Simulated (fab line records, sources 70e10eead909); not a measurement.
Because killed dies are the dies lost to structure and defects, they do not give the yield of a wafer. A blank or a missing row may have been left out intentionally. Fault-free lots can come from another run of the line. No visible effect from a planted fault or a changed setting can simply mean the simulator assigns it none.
Which tool was responsible? | flow nandHarc | 24 lots with 72 wafers sampled at 5 steps, on a route of 1302 steps

== WHAT THE GAUGES READ, wafer by wafer ==
NHARC_A_M0_CD_MEAS_16. Usual: cdNm at 80.0 nm, with a standard deviation of 0.59.
lot  | measured     | on       | cdNm (nm)      | flag
L075 | day 21 22:56 | cdSem-03 | 80.7 79.1 79.3 | 
L076 | day 22 09:51 | cdSem-03 | 80.2 80.6 80.2 | 
L077 | day 22 11:14 | cdSem-03 | 79.7 80.4 79.1 | 
L074 | day 22 12:41 | cdSem-02 | 80.4 80.6 79.8 | 
L078 | day 23 18:19 | cdSem-03 | 80.1 80.1 79.7 | 
L080 | day 23 21:16 | cdSem-03 | 79.7 79.1 79.9 | 
L079 | day 23 22:11 | cdSem-02 | 80.4 80.3 80.2 | 
L081 | day 25 06:10 | cdSem-03 | 80.2 80.1 79.8 | 
L082 | day 25 06:12 | cdSem-01 | 80.1 78.9 79.4 | 
L083 | day 25 21:58 | cdSem-01 | 80.2 80.0 80.3 | 
L084 | day 25 23:03 | cdSem-02 | 80.4 80.6 80.2 | 
L085 | day 26 02:48 | cdSem-03 | 80.5 80.2 80.1 | 
L086 | day 26 08:55 | cdSem-01 | 79.7 80.0 80.0 | 
L087 | day 26 17:08 | cdSem-02 | 79.2 80.0 80.4 | 
L088 | day 27 10:21 | cdSem-03 | 78.9 78.7 79.9 | 
L089 | day 27 20:10 | cdSem-02 | 78.9 78.6 78.7 | 
L090 | day 28 04:07 | cdSem-03 | 80.3 81.2 80.7 | 
L091 | day 28 08:09 | cdSem-03 | 79.7 79.9 79.3 | 
L093 | day 28 23:28 | cdSem-01 | 80.3 80.5 80.5 | 
L092 | day 29 00:16 | cdSem-02 | 80.5 80.8 80.6 | 
L095 | day 30 05:11 | cdSem-01 | 81.1 80.4 80.6 | 
L094 | day 30 06:31 | cdSem-01 | 79.8 80.6 79.9 | 
L097 | day 31 07:16 | cdSem-02 | 80.5 80.3 79.8 | 
L096 | day 31 12:12 | cdSem-02 | 80.8 80.0 80.7 | 

== WHICH TOOL RAN EACH LOT (tool, then ch and the chambers of the sampled wafers, then the start) ==
lot  | NHARC_A_CONTACT_ETCH_135           | NHARC_A_CONTACT_ALD_18             | NHARC_A_BLC_ALD_23                 | NHARC_A_BLC_CVD_24
L075 | harCapEtch-01 ch 0,1, day 21 13:23 | aldMetal-03 ch 0,2,3, day 21 16:11 | aldMetal-04 ch 0,1,3, day 21 20:23 | cvdW-02 ch 0,1, day 21 22:56 or earlier
L076 | harCapEtch-01 ch 0,1, day 22 00:22 | aldMetal-02 ch 0,1, day 22 03:25   | aldMetal-04 ch 1,3, day 22 07:24   | cvdW-02 ch 0,1, day 22 09:51 or earlier
L077 | harCapEtch-03 ch 0,1, day 22 01:43 | aldMetal-02 ch 2,3, day 22 04:52   | aldMetal-03 ch 0,1,3, day 22 08:54 | cvdW-01 ch 0,1, day 22 11:14 or earlier
L074 | harCapEtch-02 ch 0,1, day 22 03:38 | aldMetal-03 ch 0,1, day 22 06:21   | aldMetal-04 ch 1,3, day 22 10:16   | cvdW-02 ch 0,1, day 22 12:41 or earlier
L078 | harCapEtch-03 ch 0,1, day 23 08:56 | aldMetal-01 ch 0,3, day 23 11:50   | aldMetal-04 ch 1,3, day 23 15:49   | cvdW-01 ch 0,1, day 23 18:19 or earlier
L080 | harCapEtch-01 ch 0,1, day 23 11:32 | aldMetal-01 ch 0,1,3, day 23 14:41 | aldMetal-01 ch 0,1,3, day 23 18:45 | cvdW-02 ch 0,1, day 23 21:16 or earlier
L079 | harCapEtch-02 ch 0,1, day 23 12:52 | aldMetal-03 ch 1,2,3, day 23 15:40 | aldMetal-04 ch 0,1,3, day 23 19:43 | cvdW-01 ch 1, day 23 22:11 or earlier
L081 | harCapEtch-01 ch 0,1, day 24 20:43 | aldMetal-03 ch 0,2, day 24 23:34   | aldMetal-01 ch 1,3, day 25 03:40   | cvdW-02 ch 0,1, day 25 06:10 or earlier
L082 | harCapEtch-02 ch 0,1, day 24 21:09 | aldMetal-02 ch 0,1,2, day 24 23:54 | aldMetal-03 ch 0,2,3, day 25 03:46 | cvdW-01 ch 0,1, day 25 06:12 or earlier
L083 | harCapEtch-02 ch 0,1, day 25 12:29 | aldMetal-01 ch 0,1,3, day 25 15:19 | aldMetal-01 ch 0,3, day 25 19:22   | cvdW-01 ch 0,1, day 25 21:58 or earlier
L084 | harCapEtch-03 ch 0,1, day 25 13:47 | aldMetal-03 ch 1,2,3, day 25 16:37 | aldMetal-04 ch 0,2,3, day 25 20:31 | cvdW-02 ch 0,1, day 25 23:03 or earlier
L085 | harCapEtch-02 ch 1, day 25 17:20   | aldMetal-01 ch 0,1, day 25 20:14   | aldMetal-03 ch 2,3, day 26 00:17   | cvdW-02 ch 0, day 26 02:48 or earlier
L086 | harCapEtch-01 ch 0,1, day 25 23:35 | aldMetal-01 ch 0,1, day 26 02:26   | aldMetal-03 ch 1,3, day 26 06:31   | cvdW-01 ch 0,1, day 26 08:55 or earlier
L087 | harCapEtch-03 ch 0,1, day 26 06:35 | aldMetal-02 ch 1,2,3, day 26 09:27 | aldMetal-01 ch 0,2,3, day 26 14:08 | cvdW-01 ch 0, day 26 17:08 or earlier
L088 | harCapEtch-03 ch 0,1, day 27 01:15 | aldMetal-01 ch 0,1,2, day 27 03:57 | aldMetal-03 ch 0,1,3, day 27 07:59 | cvdW-01 ch 0,1, day 27 10:21 or earlier
L089 | harCapEtch-03 ch 0,1, day 27 10:34 | aldMetal-01 ch 1,3, day 27 13:38   | aldMetal-04 ch 2,3, day 27 17:38   | cvdW-01 ch 0,1, day 27 20:10 or earlier
L090 | harCapEtch-02 ch 0,1, day 27 18:46 | aldMetal-03 ch 1,2,3, day 27 21:37 | aldMetal-03 ch 0,2,3, day 28 01:35 | cvdW-02 ch 0,1, day 28 04:07 or earlier
L091 | harCapEtch-02 ch 0,1, day 27 22:02 | aldMetal-01 ch 0,3, day 28 00:47   | aldMetal-04 ch 0,3, day 28 05:13   | cvdW-02 ch 0,1, day 28 08:09 or earlier
L093 | harCapEtch-02 ch 0,1, day 28 14:10 | aldMetal-03 ch 0,1,3, day 28 16:57 | aldMetal-03 ch 0,3, day 28 20:56   | cvdW-01 ch 0,1, day 28 23:28 or earlier
L092 | harCapEtch-03 ch 0,1, day 28 14:54 | aldMetal-01 ch 0,1,3, day 28 17:43 | aldMetal-01 ch 1,2,3, day 28 21:47 | cvdW-02 ch 0,1, day 29 00:16 or earlier
L095 | harCapEtch-02 ch 1, day 29 20:03   | aldMetal-02 ch 0,1,2, day 29 22:52 | aldMetal-04 ch 0,1, day 30 02:44   | cvdW-01 ch 0,1, day 30 05:11 or earlier
L094 | harCapEtch-03 ch 0,1, day 29 21:09 | aldMetal-03 ch 0,1,2, day 29 23:56 | aldMetal-01 ch 0,1, day 30 03:56   | cvdW-02 ch 0,1, day 30 06:31 or earlier
L097 | harCapEtch-01 ch 0,1, day 30 21:20 | aldMetal-03 ch 0,2,3, day 31 00:51 | aldMetal-01 ch 1,3, day 31 04:44   | cvdW-02 ch 0,1, day 31 07:16 or earlier
L096 | harCapEtch-02 ch 0,1, day 31 02:47 | aldMetal-02 ch 0,2,3, day 31 05:35 | aldMetal-04 ch 0,1,3, day 31 09:37 | cvdW-02 ch 0,1, day 31 12:12 or earlier
- NHARC_A_CONTACT_ETCH_135: etches the open film in C4F8/O2/Ar, time 311 s, target depth 1912 nm.
- NHARC_A_CONTACT_ALD_18: deposits TiN, target thk 3 nm, pulse time 1 s, ald cycles 150.
- NHARC_A_BLC_ALD_23: deposits TiN, target thk 3 nm, pulse time 1 s, ald cycles 150.
- NHARC_A_BLC_CVD_24: deposits W, target thk 150 nm, time 434 s.

== AS READ BY THE TOOLS THEMSELVES (means over the sampled wafers that have a number; for cases with no such wafer, the mark the record gives instead) ==
NHARC_A_CONTACT_ALD_18. Usual: heaterPowerW 1104 W, standard deviation 100; precursorPulseHeightRel 0.998, standard deviation 0.02.
lot  | tool        | heaterPowerW (W) | precursorPulseHeightRel | flag
L075 | aldMetal-03 | 1247             | 1.010                   | 
L076 | aldMetal-02 | 992              | 1.001                   | 
L077 | aldMetal-02 | 1098             | 0.990                   | 
L074 | aldMetal-03 | 1166             | 0.995                   | 
L078 | aldMetal-01 | 1129             | 0.984                   | 
L080 | aldMetal-01 | 1045             | 1.007                   | 
L079 | aldMetal-03 | 1211             | 1.001                   | 
L081 | aldMetal-03 | 1188             | 0.994                   | 
L082 | aldMetal-02 | 1053             | 0.990                   | 
L083 | aldMetal-01 | 1074             | 0.994                   | 
L084 | aldMetal-03 | 1145             | 0.982                   | 
L085 | aldMetal-01 | 1006             | 1.025                   | 
L086 | aldMetal-01 | 1098             | 1.002                   | 
L087 | aldMetal-02 | 1097             | 0.990                   | 
L088 | aldMetal-01 | 1063             | 1.004                   | 
L089 | aldMetal-01 | 1006             | 0.977                   | 
L090 | aldMetal-03 | 1136             | 1.017                   | 
L091 | aldMetal-01 | 1109             | 0.993                   | 
L093 | aldMetal-03 | 1140             | 0.989                   | 
L092 | aldMetal-01 | 1066             | 0.995                   | 
L095 | aldMetal-02 | 1090             | 0.997                   | 
L094 | aldMetal-03 | 1150             | 0.982                   | 
L097 | aldMetal-03 | 1196             | 1.011                   | 
L096 | aldMetal-02 | 1083             | 1.009                   | 

NHARC_A_BLC_ALD_23. Usual: heaterPowerW 1090 W, standard deviation 98; precursorPulseHeightRel 1.000, standard deviation 0.02.
lot  | tool        | heaterPowerW (W) | precursorPulseHeightRel | flag
L075 | aldMetal-04 | 1030             | 1.004                   | 
L076 | aldMetal-04 | 1040             | 1.007                   | 
L077 | aldMetal-03 | 1201             | 1.012                   | 
L074 | aldMetal-04 | 1001             | 1.008                   | 
L078 | aldMetal-04 | 1026             | 1.000                   | 
L080 | aldMetal-01 | 1054             | 1.017                   | 
L079 | aldMetal-04 | 1035             | 1.007                   | 
L081 | aldMetal-01 | 1009             | 1.015                   | 
L082 | aldMetal-03 | 1185             | 1.006                   | 
L083 | aldMetal-01 | 1101             | 0.998                   | 
L084 | aldMetal-04 | 1087             | 0.990                   | 
L085 | aldMetal-03 | 1175             | 1.017                   | 
L086 | aldMetal-03 | 1087             | 0.991                   | 
L087 | aldMetal-01 | 1084             | 0.991                   | 
L088 | aldMetal-03 | 1137             | 1.005                   | 
L089 | aldMetal-04 | 1082             | 0.981                   | 
L090 | aldMetal-03 | 1187             | 1.003                   | 
L091 | aldMetal-04 | 1011             | 0.995                   | 
L093 | aldMetal-03 | 1189             | 1.001                   | 
L092 | aldMetal-01 | 1001             | 0.982                   | 
L095 | aldMetal-04 | 1020             | 1.000                   | 
L094 | aldMetal-01 | 1126             | 0.994                   | 
L097 | aldMetal-01 | 1042             | 1.019                   | 
L096 | aldMetal-04 | 1011             | 0.997                   | 

NHARC_A_BLC_CVD_24. Usual: heaterPowerW 489 W, standard deviation 65; throttleValvePct 7.98 %, standard deviation 0.27.
lot  | tool    | heaterPowerW (W) | throttleValvePct (%) | flag
L075 | cvdW-02 | 499              | 8.06                 | 
L076 | cvdW-02 | 493              | 8.04                 | 
L077 | cvdW-01 | 516              | 8.07                 | 
L074 | cvdW-02 | 521              | 8.09                 | 
L078 | cvdW-01 | 434              | 7.63                 | 
L080 | cvdW-02 | 498              | 8.36                 | 
L079 | cvdW-01 | 541              | 7.85                 | 
L081 | cvdW-02 | 501              | 8.23                 | 
L082 | cvdW-01 | 492              | 7.76                 | 
L083 | cvdW-01 | 496              | 7.69                 | 
L084 | cvdW-02 | 489              | 8.28                 | 
L085 | cvdW-02 | 546              | 8.06                 | 
L086 | cvdW-01 | 445              | 7.64                 | 
L087 | cvdW-01 | 386              | 7.67                 | 
L088 | cvdW-01 | 500              | 7.93                 | 
L089 | cvdW-01 | 496              | 7.91                 | 
L090 | cvdW-02 | 511              | 8.19                 | 
L091 | cvdW-02 | 509              | 8.14                 | 
L093 | cvdW-01 | 442              | 7.80                 | 
L092 | cvdW-02 | 505              | 8.10                 | 
L095 | cvdW-01 | 444              | 7.86                 | 
L094 | cvdW-02 | 507              | 8.21                 | 
L097 | cvdW-02 | 510              | 8.19                 | 
L096 | cvdW-02 | 502              | 8.18                 | 

== THE ANSWER, worked out from the rows above alone ==
Rule: take the mean of a lot's wafers that have a number; if it is more than 3 standard deviations from the usual mean, the lot is off. Also off: a lot with no number at a reading for which 4 or more lots have one. The other lots that the step has rows for count as sound. Order of review: gauges by route order, followed by the tools' own readings, for which a lot's mean as printed above is used. The first step at which some lot is off is used, and at that step the reading that is off furthest; a lot without a number counts as furthest.
None of the lots is off at any reading shown; this tells nothing.

== WHAT THE SIMULATOR PUT IN ==
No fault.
